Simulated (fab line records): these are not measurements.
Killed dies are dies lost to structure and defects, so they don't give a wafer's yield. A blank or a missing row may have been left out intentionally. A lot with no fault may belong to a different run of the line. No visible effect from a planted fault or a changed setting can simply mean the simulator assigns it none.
Which of the tools did it? :: flow n5-finfet :: 39 wafers from 13 lots sampled at 3 of the route's 1938 steps

== WHAT EACH GAUGE READ, for each wafer ==
N5_PASSIVATION_CD_MEAS_44: target cd 40000 nm.
lot: L495
measured: day 11 18:05
on: cd-sem-03
cd-nm (nm): 39999 40003 39997

lot: L496
measured: day 12 06:21
on: cd-sem-02
cd-nm (nm): 40002 40003 40002

lot: L497
measured: day 12 05:32
on: cd-sem-02
cd-nm (nm): 40001 40003 40000

lot: L500
measured: day 12 22:08
on: cd-sem-01
cd-nm (nm): 40001 40003 40001

lot: L501
measured: day 13 16:27
on: cd-sem-01
cd-nm (nm): 40004 40005 40009

lot: L506
measured: day 14 16:16
on: cd-sem-02
cd-nm (nm): 40000 40000 40004

lot: L507
measured: day 14 16:40
on: cd-sem-01
cd-nm (nm): 40002 40001 40001

lot: L509
measured: day 15 13:54
on: cd-sem-01
cd-nm (nm): 39999 39998 39996

lot: L512
measured: day 16 02:13
on: cd-sem-02
cd-nm (nm): 40002 40001 40003

lot: L515
measured: day 16 23:44
on: cd-sem-02
cd-nm (nm): 40002 40006 40003

lot: L516
measured: day 17 10:22
on: cd-sem-03
cd-nm (nm): 39998 39999 40002

lot: L517
measured: day 17 05:46
on: cd-sem-01
cd-nm (nm): 40000 40009 40002

lot: L518
measured: day 17 15:42
on: cd-sem-03
cd-nm (nm): 39999 39997 39999

== WHICH TOOL RAN EACH LOT (tool, then ch and the chambers of the sampled wafers, then the start) ==
lot: L495
N5_BEOL_M2_SPUTTER_81: pvd-sputter-02, day 6 20:23
N5_PASSIVATION_PRE_CLEAN_19: pvd-sputter-02, day 11 15:31

lot: L496
N5_BEOL_M2_SPUTTER_81: pvd-sputter-02, day 7 08:52
N5_PASSIVATION_PRE_CLEAN_19: pvd-sputter-02, day 12 03:46

lot: L497
N5_BEOL_M2_SPUTTER_81: pvd-sputter-03, day 7 09:04
N5_PASSIVATION_PRE_CLEAN_19: pvd-sputter-01, day 12 03:02

lot: L500
N5_BEOL_M2_SPUTTER_81: pvd-sputter-02, day 7 18:30
N5_PASSIVATION_PRE_CLEAN_19: pvd-sputter-02, day 12 19:14

lot: L501
N5_BEOL_M2_SPUTTER_81: pvd-sputter-02, day 8 09:23
N5_PASSIVATION_PRE_CLEAN_19: pvd-sputter-03, day 13 13:37

lot: L506
N5_BEOL_M2_SPUTTER_81: pvd-sputter-03, day 9 10:32
N5_PASSIVATION_PRE_CLEAN_19: pvd-sputter-02, day 14 13:49

lot: L507
N5_BEOL_M2_SPUTTER_81: pvd-sputter-03, day 9 21:50
N5_PASSIVATION_PRE_CLEAN_19: pvd-sputter-02, day 14 14:17

lot: L509
N5_BEOL_M2_SPUTTER_81: pvd-sputter-03, day 10 11:58
N5_PASSIVATION_PRE_CLEAN_19: pvd-sputter-03, day 15 11:16

lot: L512
N5_BEOL_M2_SPUTTER_81: pvd-sputter-01, day 11 05:07
N5_PASSIVATION_PRE_CLEAN_19: pvd-sputter-03, day 15 23:37

lot: L515
N5_BEOL_M2_SPUTTER_81: pvd-sputter-03, day 11 17:58
N5_PASSIVATION_PRE_CLEAN_19: pvd-sputter-01, day 16 21:08

lot: L516
N5_BEOL_M2_SPUTTER_81: pvd-sputter-02, day 11 20:58
N5_PASSIVATION_PRE_CLEAN_19: pvd-sputter-03, day 17 07:07

lot: L517
N5_BEOL_M2_SPUTTER_81: pvd-sputter-03, day 12 07:20
N5_PASSIVATION_PRE_CLEAN_19: pvd-sputter-02, day 17 02:58

lot: L518
N5_BEOL_M2_SPUTTER_81: pvd-sputter-03, day 12 10:54
N5_PASSIVATION_PRE_CLEAN_19: pvd-sputter-03, day 17 12:30
- N5_BEOL_M2_SPUTTER_81: material Cu, target thk 4.5 nm, time 8.29 s.
- N5_PASSIVATION_PRE_CLEAN_19

== AS READ BY THE TOOLS THEMSELVES (means over the sampled wafers that have a number; for cases with no such wafer, the mark the record gives instead) ==
N5_BEOL_M2_SPUTTER_81.
lot: L495
tool: pvd-sputter-02
chuck-gas-flow-sccm (sccm): 1.26
throttle-valve-pct (%): 30.5

lot: L496
tool: pvd-sputter-02
chuck-gas-flow-sccm (sccm): 1.26
throttle-valve-pct (%): 31.0

lot: L497
tool: pvd-sputter-03
chuck-gas-flow-sccm (sccm): 1.26
throttle-valve-pct (%): 29.7

lot: L500
tool: pvd-sputter-02
chuck-gas-flow-sccm (sccm): 1.23
throttle-valve-pct (%): 29.8

lot: L501
tool: pvd-sputter-02
chuck-gas-flow-sccm (sccm): 1.28
throttle-valve-pct (%): 30.7

lot: L506
tool: pvd-sputter-03
chuck-gas-flow-sccm (sccm): 1.24
throttle-valve-pct (%): 29.6

lot: L507
tool: pvd-sputter-03
chuck-gas-flow-sccm (sccm): 1.28
throttle-valve-pct (%): 30.2

lot: L509
tool: pvd-sputter-03
chuck-gas-flow-sccm (sccm): 1.25
throttle-valve-pct (%): 30.2

lot: L512
tool: pvd-sputter-01
chuck-gas-flow-sccm (sccm): 1.27
throttle-valve-pct (%): 31.3

lot: L515
tool: pvd-sputter-03
chuck-gas-flow-sccm (sccm): 1.28
throttle-valve-pct (%): 29.7

lot: L516
tool: pvd-sputter-02
chuck-gas-flow-sccm (sccm): 1.24
throttle-valve-pct (%): 29.7

lot: L517
tool: pvd-sputter-03
chuck-gas-flow-sccm (sccm): 1.27
throttle-valve-pct (%): 30.3

lot: L518
tool: pvd-sputter-03
chuck-gas-flow-sccm (sccm): 1.31
throttle-valve-pct (%): 30.3

N5_PASSIVATION_PRE_CLEAN_19.
lot: L495
tool: pvd-sputter-02
heater-power-w (W): 488

lot: L496
tool: pvd-sputter-02
heater-power-w (W): 505

lot: L497
tool: pvd-sputter-01
heater-power-w (W): 441

lot: L500
tool: pvd-sputter-02
heater-power-w (W): 537

lot: L501
tool: pvd-sputter-03
heater-power-w (W): 505

lot: L506
tool: pvd-sputter-02
heater-power-w (W): 492

lot: L507
tool: pvd-sputter-02
heater-power-w (W): 490

lot: L509
tool: pvd-sputter-03
heater-power-w (W): 497

lot: L512
tool: pvd-sputter-03
heater-power-w (W): 468

lot: L515
tool: pvd-sputter-01
heater-power-w (W): 474

lot: L516
tool: pvd-sputter-03
heater-power-w (W): 485

lot: L517
tool: pvd-sputter-02
heater-power-w (W): 496

lot: L518
tool: pvd-sputter-03
heater-power-w (W): 516

== THE ANSWER, worked out from the rows above alone ==
Rule: what is usual is taken from the lots themselves. Put in order of their means at a reading, lots are off if they are a third of the lots or fewer, leave a main group of 4 or more, and stand apart from it by a gap of 3 or more times the standard deviation of the main group's means; of several such gaps the widest counts. If all means in a main group match to the digits the tables above print for the reading, that group is not used. A lot without any number at a reading at which 4 lots or more have one is off too. All remaining lots with rows at the step are treated as sound. Order of review: gauges by route order, followed by the tools' own readings, for which a lot's mean as printed above is used. The first step at which some lot is off is used, and at that step the reading that is off furthest; a lot without a number counts as furthest.
No lot is off on any of the readings shown, so nothing can be concluded from this.

== WHAT THE SIMULATOR PUT IN ==
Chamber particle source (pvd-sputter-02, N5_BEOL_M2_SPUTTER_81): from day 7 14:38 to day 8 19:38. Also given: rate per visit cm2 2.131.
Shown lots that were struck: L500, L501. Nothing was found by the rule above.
